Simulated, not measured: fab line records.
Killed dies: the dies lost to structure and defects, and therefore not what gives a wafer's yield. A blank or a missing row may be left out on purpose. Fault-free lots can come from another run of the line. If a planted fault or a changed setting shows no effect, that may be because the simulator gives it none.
A lot that was struck, set against a sound lot    flow n5Finfet    40 out of 1938 route steps
Sound: wafers L918.3, L918.5, L918.6. Struck: wafers L920.3, L920.5. (L920.2 of the same lot was not struck and is left out.) The cause comes at the end.
Order at every step that has rows: each side's tool, ch and its chambers, its first start. Under that, the readings that differ: sound wafers    struck wafers    difference of the means    sigmas: that difference in standard deviations of wafers without a fault.
alike: a reading whose means differ by less than 2 such deviations, as well as words and numbers matching on both sides. not compared: withheld readings; readings where some wafer has no value; bounds like >300 that might hide an equal value; numbers whose values overlap and for which the record gives no deviation.
A row with sigmas, a row that says differs or no value, or rows on one side alone: a step with any of these is where the two part. When numbers do not overlap yet have no deviation, they are printed without sigmas and do not part them. A reading missing from all wafers of one side parts the sides only when that side holds two or more wafers.

first, 9 steps without rows for these wafers: N5_MOL_CONTACT_COAG_CVD_140 (deposits W, target thk 66.5 nm, time 215 s); N5_MOL_CONTACT_COAG_PRECLEAN_127 (cleans in DIW, time 57.5 s); N5_MOL_CONTACT_COAG_SRD_128 (dry time 32 s); N5_MOL_CONTACT_COAG_CMP_52 (polishes, stops on SiO2, t overpolish 1.5 s, target thk 66.5 nm); N5_MOL_CONTACT_COAG_ANNEAL_112 (time 1800 s); N5_BEOL_M0_SAQP_PECVD_00 (deposits SiCN from 3MS/NH3, target thk 8 nm, time 14 s); N5_BEOL_M0_SAQP_ILD_DEP_01 (deposits SiOC from DEMS/O2, target thk 45.419 nm, time 8.7 s); N5_BEOL_M0_SAQP_HM_DEP_02 (deposits TiN, target thk 12 nm); N5_BEOL_M0_SAQP_PECVD_03 (deposits SiCN from 3MS/NH3, target thk 12 nm, time 21.1 s).
N5_BEOL_M0_SAQP_PECVD_96: deposits a-Si from SiH4/He, target thk 45 nm, time 45.2 s.
  sound on pecvd-01 ch 1,2, day 7 02:08; struck on pecvd-01 ch 1, day 7 12:50
  alike: heaterPowerW, showerheadPlenumPTorr, showerheadVppV, throttleValvePct
then, 11 steps without rows for these wafers: N5_BEOL_M0_SAQP_PECVD_97 (deposits SiNx from SiH4/NH3/N2, target thk 23 nm, time 19.9 s); N5_BEOL_M0_SAQP_PECVD_04 (deposits a-Si from SiH4/He, target thk 60 nm, time 60.2 s); N5_BEOL_M0_SAQP_HM_DEP_111 (deposits SiO2 from SiH4/N2O, target thk 12 nm, time 7.2 s); N5_BEOL_M0_SAQP_COAT_81 (time 60 s, resist thk 100 nm); N5_BEOL_M0_SAQP_COAT_82 (time 60 s, resist thk 30 nm); N5_BEOL_M0_SAQP_COAT_08 (resist thk 90 nm); N5_BEOL_M0_SAQP_EBR_10; N5_BEOL_M0_SAQP_SOFTBAKE_09 (time 60 s); N5_BEOL_M0_SAQP_EXPOSE_11 (exposes mask M0 CORE, target cd 42 nm); N5_BEOL_M0_SAQP_PEB_12 (peb time 60 s); N5_BEOL_M0_SAQP_DEVELOP_13 (develop time 30 s).
N5_BEOL_M0_SAQP_INSPECT_16: inspects for defects (brightfield).
  sound on defectInspect-02, day 7 02:44; struck on defectInspect-02, day 7 13:33
reading         sound        struck     difference  sigmas
rawDefectCount  648 590 774  1565 1491  +857        +6
then, 14 steps without rows for these wafers: N5_BEOL_M0_SAQP_DESCUM_19 (chemistry O2, time 7.9 s); N5_BEOL_M0_SAQP_ETCH_83 (etches SiARC in CF4, target depth 39 nm, time 65 s); N5_BEOL_M0_SAQP_ETCH_84 (etches SOC in N2/H2, target depth 100 nm, overetch 20 nm, time 150 s); N5_BEOL_M0_SAQP_STRIP_80 (strips in N2/H2); N5_BEOL_M0_SAQP_HM_OPEN_112 (chemistry CHF3/O2, target SiO2, stops on a-Si, target depth 12 nm, time 13.5 s); N5_BEOL_M0_SAQP_STRIP_113 (strips in CHF3/O2); N5_BEOL_M0_SAQP_MANDREL_ETCH_20 (etches a-Si in HBr/Cl2, stops on SiNx, target depth 60 nm, bt time 10 s, time 30 s); N5_BEOL_M0_SAQP_STRIP_86 (strips in N2/H2); N5_BEOL_M0_SAQP_STRIP_115 (strips in post etch residue remover, time 60 s); N5_BEOL_M0_SAQP_SRD_93 (time 30 s); N5_BEOL_M0_SAQP_RECESS_114 (chemistry HF/NH3, target SiO2, target depth 14.4 nm, afs cycles 3, sublimation time 60 s); N5_BEOL_M0_SAQP_SPACER1_ALD_98 (deposits SiO2, target thk 12.8 nm, pulse time 1 s, purge time 2 s); N5_BEOL_M0_SAQP_SPACER1_ETCHBACK_99 (etches SiO2 in CHF3/O2, target depth 15.4 nm, time 7.7 s); N5_BEOL_M0_SAQP_MANDREL1_REMOVE_100 (chemistry HBr/Cl2/O2, target a-Si, stops on SiNx, bt time 10 s).
N5_BEOL_M0_SAQP_INSPECT_42: inspects for defects (brightfield).
  sound on defectInspect-02, day 7 06:52; struck on defectInspect-01, day 7 17:37
reading         sound        struck     difference  sigmas
rawDefectCount  151 274 317  1363 1398  +1133       +10
N5_BEOL_M0_CUTY_INSPECT_59: inspects for defects (macro).
  sound on defectInspect-02, day 7 08:16; struck on defectInspect-01, day 7 19:04
reading         sound  struck     difference  sigmas
rawDefectCount  0 1 1  >300 >300  differs     
-- the record jumps here: 3 days lie between the struck wafers' starts before and after (it left off in module BEOL_M0_CUTY and takes up again in module BEOL_M4, whose first step shown is number 1111 of the route) --
N5_BEOL_M4_RC_MEAS_101:
  sound on prober-02 ch 0, day 9 13:43; struck on prober-02 ch 0, day 10 08:44
reading        sound           struck     difference  sigmas
DIBL_N (mV/V)  34.0 36.1 32.4  35.3 39.9  +3.4        +2
  alike: DIBL_P, IOFF_N, IOFF_P, ION_N, ION_P, SS_N, SS_P, VT_N, VT_P
-- the record jumps here: 4 days lie between the struck wafers' starts before and after (it left off in module BEOL_M4 and takes up again in module PASSIVATION, whose first step shown is number 1936 of the route) --
N5_PASSIVATION_PROBE_49:
  only the struck wafers here have rows in the record (prober-01, day 14 12:21); the sound ones have none

WHERE THEY PART
At N5_BEOL_M0_SAQP_INSPECT_16 first; at N5_PASSIVATION_PROBE_49 last (within this record only).

WHY: what the simulator had put in
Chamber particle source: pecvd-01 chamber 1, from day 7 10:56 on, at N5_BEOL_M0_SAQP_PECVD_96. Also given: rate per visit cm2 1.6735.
